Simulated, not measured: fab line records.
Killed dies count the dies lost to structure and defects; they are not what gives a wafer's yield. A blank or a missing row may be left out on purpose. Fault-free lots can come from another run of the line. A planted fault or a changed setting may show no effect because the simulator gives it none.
Comparing a struck lot with a sound one -- flow n5Finfet -- 14 out of 1938 route steps
Sound: these wafers, L547.4, L547.5, L547.6. Struck: wafers L557.2, L557.5, L557.6. The cause is named last.
For every step that has rows: the tool of each side, followed by ch and its chambers, followed by its first start. Under that, the readings that differ: sound wafers -- struck wafers -- difference of the means -- sigmas: that difference in standard deviations of wafers without a fault.
alike: same words and numbers on both sides, and readings whose means sit less than 2 such deviations apart. not compared: any withheld reading, any reading some wafer has no value for, any bound like >300 that may hide the same value, and any number with overlapping values for which the record gives no deviation.
Wherever a step has rows on one side only, a row that says differs or no value, or a row with sigmas, the two part there. When numbers do not overlap yet have no deviation, they are printed without sigmas and do not part them. A reading that every wafer of one side lacks parts them only if that side has two wafers or more.

first, 1 step without rows for these wafers: N5_BEOL_M15_HARDBAKE_14 (time 120 s).
N5_BEOL_M15_CD_MEAS_10: the cd target is 360 nm.
  sound on cdSem-01 ch 0, day 12 01:35; struck on cdSem-03 ch 0, day 14 07:23
  alike: cdNm
N5_BEOL_M15_OVL_MEAS_11:
  sound on overlay-02 ch 0, day 12 01:37; struck on overlay-02 ch 0, day 14 07:25
  alike: V14_OVL
N5_BEOL_M15_INSPECT_12: inspects for defects (macro).
  sound on defectInspect-01, day 12 01:38; struck on defectInspect-02, day 14 07:26
  alike: rawDefectCount
N5_BEOL_M15_DESCUM_15: chemistry O2, time 7.9 s.
  sound on rieDiel-01 ch 0,3, day 12 01:40; struck on rieDiel-06 ch 0,1, day 14 07:28
reading,sound,struck,difference,sigmas
throttleValvePct (%),20.74 20.74 20.63,19.92 19.93 20.50,-0.59,-2
  alike: drypumpMotorCurrentA, oesProductAu, rfVppV, showerheadPlenumPTorr
  not compared: rfHoursCounterH
then, 1 step without rows for these wafers: N5_BEOL_M15_ETCH_59 (etches BARC in N2/H2, target depth 89 nm, overetch 26.7 nm, time 67.9 s).
N5_BEOL_M15_VIA_ETCH_16: etches SiO2 in C4F8/O2/Ar, target depth 1792.2 nm.
  sound on rieDiel-01 ch 0,2,3, day 12 01:46; struck on rieDiel-06 ch 0,1, day 14 07:34
  alike: drypumpMotorCurrentA, oesProductAu, rfVppV, showerheadPlenumPTorr, throttleValvePct
N5_BEOL_M15_STRIP_63: strips in O2.
  sound: rieDiel-01 ch 0,1,3; struck: rieDiel-06 ch 0,1
  alike: drypumpMotorCurrentA, oesProductAu, rfVppV, showerheadPlenumPTorr, throttleValvePct
  not compared: rfHoursCounterH
N5_BEOL_M15_STRIP_64: strips in O2.
  sound: rieDiel-01 ch 0,1,3; struck: rieDiel-06 ch 0,1
  alike: drypumpMotorCurrentA, oesProductAu, rfVppV, showerheadPlenumPTorr, throttleValvePct
  not compared: rfHoursCounterH
then, 2 steps without rows for these wafers: N5_BEOL_M15_STRIP_65 (strips in post etch residue remover, time 60 s); N5_BEOL_M15_SRD_66 (time 30 s, dry time 30 s).
N5_BEOL_M15_CD_MEAS_17: the cd target is 360 nm.
  sound on cdSem-03, day 12 02:10; struck on cdSem-02, day 14 07:58
  alike: cdNm
N5_BEOL_M15_COAT_56: time 60 s, resist thk 550 nm.
  sound on lithoTrack-02 ch 0, day 12 02:13; struck on lithoTrack-01 ch 0, day 14 08:01
reading,sound,struck,difference,sigmas
spinSpeedRpm (rpm),1500.0 1499.6 1500.0,1440.7 1440.6 1443.2,-58.4,-58
model.SOC_of_BEOL_M15_COAT_56.thkNm (nm),549.6 550.8 549.6,557.2 557.2 559,+7.8,
  alike: plateTempC
N5_BEOL_M15_ETCH_57: etches SOC in N2/H2, time 750 s.
  sound on rieDiel-01 ch 0,1,3, day 12 02:31; struck on rieDiel-05 ch 1,2, day 14 08:04
reading,sound,struck,difference,sigmas
throttleValvePct (%),18.0 18.0 18.0,17.1 17.1 17.6,-0.7,-2
  alike: drypumpMotorCurrentA, oesProductAu, rfVppV, showerheadPlenumPTorr
  not compared: rfHoursCounterH

WHERE THEY PART
Earliest at N5_BEOL_M15_DESCUM_15; latest, in this record, at N5_BEOL_M15_ETCH_57.

WHY: whatever the simulator had introduced
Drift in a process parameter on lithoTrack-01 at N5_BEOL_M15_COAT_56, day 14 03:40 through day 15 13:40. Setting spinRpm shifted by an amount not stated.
